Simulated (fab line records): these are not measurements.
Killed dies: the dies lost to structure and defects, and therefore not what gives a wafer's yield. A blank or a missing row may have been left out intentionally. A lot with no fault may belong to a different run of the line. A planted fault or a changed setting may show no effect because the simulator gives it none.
fab line records -- flow nand_harc
[record] lots = 5, wafers = 15, last_day = 31
route steps=1302 shown P_GATE@170
lots untouched by any fault: they come from a run of this same line in which no faults occurred
start_h: the number of hours between the record's first day and the start of the first shown wafer of the lot -- wait_h: hours since the lot's step before -- " identical to the entry in the row above -- L1.1+2: a row that stands for several wafers -- - value missing, or start not given -- * or withheld: withheld -- < > ~ a bound
route shown NAME@n: NAME is a module with steps in the file, n the number in the route of the first one -- usual: average and standard deviation across the fault-free wafers -- same: alike in all rows -- chamber/n: place in a boat -- sites: per-site readings -- _std_site: the values' standard deviation -- _edge_site: the outer-site mean with the inner-site mean subtracted -- radius_mm: for every site, how far away it sits from the centre of the wafer -- mask NAME#n: copy n -- behind: tool/chamber where the wafer was last shaped -- hold: why the lot went on hold/how many hours it stayed there/how the hold came to an end -- device: whichever transistor did not switch (one of n, p or np) -- end of line: tests of these same wafers at the route's end -- step lacking rows: just its recipe -- killed: dies that structure and defects cost at the first sort, which is not the same as the wafer's yield -- map: a wafer's dies, marking killed ones x, the rest . and places with no die _
set.NAME: the setting that was run; set.NAME@STEP: the one run at that earlier step -- model.NAME: the simulator's own value behind a step, which no gauge read
a table for each step, a row for each wafer; lots at some steps of the route
services: from which hour (start_h, from the record's first day; less than 0 if before it) a tool's chamber was out of use, for how many hours, and why
[[steps]]
[step NHARC_P_GATE_CD_MEAS_46]
[recipe] target_cd_nm = 720, landing_energy_ev = 500
[usual] cd_nm = 719.7/1.8
lot.wafer,tool,chamber,start_h,wait_h,cd_nm
L289.2,cd_sem-02,0,125.11,-,722.6
L289.3,cd_sem-02,0,125.11,-,722.5
L289.6,cd_sem-02,0,125.11,-,720.2
L292.1,cd_sem-02,0,149.82,-,719.4
L292.5,cd_sem-02,0,149.82,-,717.7
L292.6,cd_sem-02,0,149.82,-,720.0
L295.1,cd_sem-03,0,176.15,-,717.8
L295.4,cd_sem-03,0,176.15,-,717.8
L295.5,cd_sem-03,0,176.15,-,718.4
L305.1,cd_sem-03,0,279.55,-,719.1
L305.4,cd_sem-03,0,279.55,-,717.1
L305.5,cd_sem-03,0,279.55,-,718.1
L306.1,cd_sem-01,0,286.79,-,721.4
L306.2,cd_sem-01,0,286.79,-,720.1
L306.4,cd_sem-01,0,286.79,-,719.6
[step NHARC_P_GATE_HARDBAKE_47]
[recipe] temp_c = 125, time_s = 80
[step NHARC_P_GATE_DESCUM_48]
[recipe] time_s = 3, o2_flow_sccm = 200, ar_flow_sccm = 0, bias_power_w = 0, chemistry = O2
[usual] drypump_motor_current_A = 5.7/0.46, oes_product_au = 0.999/0.0095, rf_vpp_V = 57.9/1.1, showerhead_plenum_p_Torr = 1.91/0.1, throttle_valve_pct = 11.311/0.0091
[same] bias_power_w = 0
lot.wafer,tool,chamber,start_h,wait_h,drypump_motor_current_A,oes_product_au,rf_hours_counter_h,rf_vpp_V,showerhead_plenum_p_Torr,throttle_valve_pct
L289.2,rie_diel-04,1,125.29,-,5.7,0.987,6,57.2,1.94,11.316
L289.3,rie_diel-04,3,125.29,-,5.9,0.986,6,56.9,1.87,11.307
L289.6,rie_diel-04,0,125.29,-,5.4,0.991,-,57.3,2.05,11.314
L292.1,rie_diel-13,2,149.98,-,5.5,1.012,10,58.9,1.92,11.305
L292.5,rie_diel-13,2,149.98,-,5.6,1.021,-,56.6,1.92,11.324
L292.6,rie_diel-13,3,149.98,-,4.9,1.022,-,57.7,2.01,11.307
L295.4,rie_diel-04,0,176.31,-,5.4,0.997,9,57.9,2.05,11.315
L295.1,rie_diel-04,2,176.31,-,6.8,1.012,9,58.2,1.80,11.307
L295.5,rie_diel-04,0,176.31,-,5.4,0.999,-,58.1,2.05,11.303
L305.4,rie_diel-09,2,279.71,-,5.5,0.977,6,57.2,1.80,11.301
L305.1,rie_diel-09,1,279.71,-,5.6,0.999,7,57.5,1.78,11.305
L305.5,rie_diel-09,2,279.71,-,5.5,0.997,-,59.6,1.80,11.325
L306.1,rie_diel-04,1,286.95,-,5.8,1.000,7,58.6,1.93,11.301
L306.2,rie_diel-04,2,286.95,-,6.8,1.003,7,58.6,1.79,11.306
L306.4,rie_diel-04,0,286.95,-,5.4,1.010,8,58.0,2.05,11.293
[step NHARC_P_GATE_IMPLANT_49]
[recipe] energy_kev = 30, dose_cm2 = 3e+15, tilt_deg = 7
[step NHARC_P_GATE_STRIP_111]
[recipe] power_w = 1500, temp_c = 110, time_s = 250, chemistry = N2/H2
[usual] drypump_motor_current_A = 5.6/0.36, heater_power_w = 92/8.3
lot.wafer,tool,chamber,start_h,wait_h,drypump_motor_current_A,heater_power_w,rf_hours_counter_h
L289.2,plasma_asher-01,0,125.70,0.2,6.2,105,26
L289.3,plasma_asher-01,0,125.70,0.2,6.3,101,-
L289.6,plasma_asher-01,0,125.70,0.2,6.2,104,-
L292.1,plasma_asher-01,0,150.34,0.2,6.2,99,31
L292.5,plasma_asher-01,0,150.34,0.2,6.2,101,-
L292.6,plasma_asher-01,1,150.34,0.2,5.6,79,-
L295.1,plasma_asher-02,0,176.68,0.2,5.7,96,22
L295.4,plasma_asher-02,1,176.68,0.2,5.2,91,-
L295.5,plasma_asher-02,1,176.68,0.2,5.2,91,-
L305.1,plasma_asher-02,0,280.13,0.2,5.7,95,6
L305.4,plasma_asher-02,1,280.13,0.2,5.2,89,-
L305.5,plasma_asher-02,0,280.13,0.2,5.7,93,-
L306.2,plasma_asher-01,1,287.32,0.2,5.6,75,23
L306.1,plasma_asher-01,0,287.32,0.2,6.2,104,23
L306.4,plasma_asher-01,1,287.32,0.2,5.5,78,-
[step NHARC_P_GATE_STRIP_75]
[recipe] power_w = 1500, temp_c = 250, chemistry = O2
[usual] drypump_motor_current_A = 5.6/0.36, heater_power_w = 344/31
lot.wafer,tool,chamber,start_h,wait_h,drypump_motor_current_A,heater_power_w,rf_hours_counter_h
L289.2,plasma_asher-01,0,125.96,0.2,6.2,381,27
L289.3,plasma_asher-01,0,125.96,0.2,6.2,389,-
L289.6,plasma_asher-01,0,125.96,0.2,6.2,383,-
L292.1,plasma_asher-01,0,150.64,0.3,6.2,379,31
L292.5,plasma_asher-01,0,150.64,0.3,6.2,393,-
L292.6,plasma_asher-01,1,150.64,0.3,5.6,300,-
L295.1,plasma_asher-02,0,176.98,0.2,5.7,372,22
L295.4,plasma_asher-02,1,176.98,0.2,5.2,332,-
L295.5,plasma_asher-02,1,176.98,0.2,5.2,333,-
L305.1,plasma_asher-02,0,280.39,0.2,5.7,349,6
L305.4,plasma_asher-02,1,280.39,0.2,5.2,334,-
L305.5,plasma_asher-02,0,280.39,0.2,5.7,353,-
L306.2,plasma_asher-01,1,287.62,0.3,5.5,287,23
L306.1,plasma_asher-01,0,287.62,0.3,6.3,381,23
L306.4,plasma_asher-01,1,287.62,0.3,5.6,285,-
[step NHARC_P_GATE_STRIP_50]
[recipe] time_s = 900, temp_c = 130, chemistry = SPM
[step NHARC_P_GATE_DEHYDRATE_51]
[recipe] temp_c = 150, time_s = 120
[step NHARC_P_GATE_HMDS_52]
[recipe] time_s = 30
[step NHARC_P_GATE_COAT_53]
[recipe] spin_rpm = 3000
[step NHARC_P_GATE_SOFTBAKE_54]
[recipe] temp_c = 122, time_s = 95
[step NHARC_P_GATE_EBR_55]
[step NHARC_P_GATE_EXPOSE_56]
[recipe] na = 0.6, target_cd_nm = 720, dose_mj = 14.81, mask_id = P_PSD
lot.wafer,tool,chamber,start_h,wait_h,mask
L289.2+3+6,krf_scanner-02,0,126.72,-,P_PSD#0
L292.1+5+6,krf_scanner-04,0,151.41,-,P_PSD#0
L295.1+4+5,krf_scanner-02,0,177.74,-,P_PSD_R1#0
L305.1+4+5,krf_scanner-03,0,281.02,-,P_PSD#0
L306.1+2+4,krf_scanner-02,0,288.39,-,P_PSD#0
[step NHARC_P_GATE_PEB_57]
[recipe] peb_temp_c = 118, peb_time_s = 85
[step NHARC_P_GATE_DEVELOP_58]
[recipe] time_s = 70
[step NHARC_P_GATE_CD_MEAS_59]
[recipe] target_cd_nm = 720, landing_energy_ev = 500
[usual] cd_nm = 720.9/1.6
lot.wafer,tool,chamber,start_h,wait_h,cd_nm
L289.2,cd_sem-02,0,126.88,-,720.8
L289.3,cd_sem-02,0,126.88,-,718.4
L289.6,cd_sem-02,0,126.88,-,717.8
L292.1,cd_sem-02,0,151.57,-,722.0
L292.5,cd_sem-02,0,151.57,-,722.6
L292.6,cd_sem-02,0,151.57,-,721.7
L295.1,cd_sem-02,0,177.90,-,732.8
L295.4,cd_sem-02,0,177.90,-,730.1
L295.5,cd_sem-02,0,177.90,-,730.5
L305.1,cd_sem-03,0,281.18,-,722.4
L305.4,cd_sem-03,0,281.18,-,721.6
L305.5,cd_sem-03,0,281.18,-,722.0
L306.1,cd_sem-02,0,288.55,-,720.0
L306.2,cd_sem-02,0,288.55,-,719.5
L306.4,cd_sem-02,0,288.55,-,719.6
[step NHARC_P_GATE_HARDBAKE_60]
[recipe] temp_c = 125, time_s = 80
[[services]]
tool,chamber,start_h,hours,kind
rie_diel-04,2,109.66,6.8,repair
krf_scanner-02,-,125.07,0.7,repair
rie_diel-13,0,137.45,3.9,repair
rie_diel-09,-,143.13,9.0,pm
krf_scanner-02,-,155.64,1.2,repair
rie_diel-13,3,155.95,2.7,repair
rie_diel-13,2,158.24,3.8,repair
krf_scanner-03,-,161.55,1.0,repair
plasma_asher-01,-,165.00,9.0,pm
plasma_asher-01,0,165.00,9.0,vent_cycle
plasma_asher-01,1,165.00,9.0,vent_cycle
rie_diel-13,-,165.41,9.0,pm
plasma_asher-01,0,174.00,-,clean
rie_diel-04,-,177.97,9.0,pm
krf_scanner-04,-,182.00,4.0,pm
rie_diel-09,-,182.81,0.9,repair
plasma_asher-01,-,216.48,0.8,repair
krf_scanner-03,-,224.00,4.0,pm
rie_diel-09,0,227.22,16.6,repair
rie_diel-09,2,227.75,3.5,repair
krf_scanner-02,-,236.71,1.9,repair
plasma_asher-02,-,249.08,9.0,pm
krf_scanner-02,-,254.01,0.1,repair
krf_scanner-02,-,266.00,4.0,pm
[[key]]
[first_sign] step = NHARC_P_GATE_EXPOSE_56, reading = mask, direction = changed
[effect] step = NHARC_P_GATE_CD_MEAS_59, reading = cd_nm, direction = up, sigmas = 6.3, usual = 720.9, struck = 731.2
met_at NHARC_P_GATE_EXPOSE_56
struck_wafers L295.1,L295.4,L295.5
tester_left_out L295
onset_between 126.72 177.74
[fault] kind = wrong_mask, tool = any, chamber = -, onset_h = 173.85, steps = NHARC_P_GATE_EXPOSE_56, aux_copy = P_PSD_R1#0, cd_offset_nm = 9.934, scope = struck_lots_only
// tester_left_out: of these lots the tester's yield and bins aren't shown, on N5 and GAA mostly nor the transistor test; their killed dies are dies lost to structure and defects alone, not to doping, threshold or leakage, so they don't give the yield
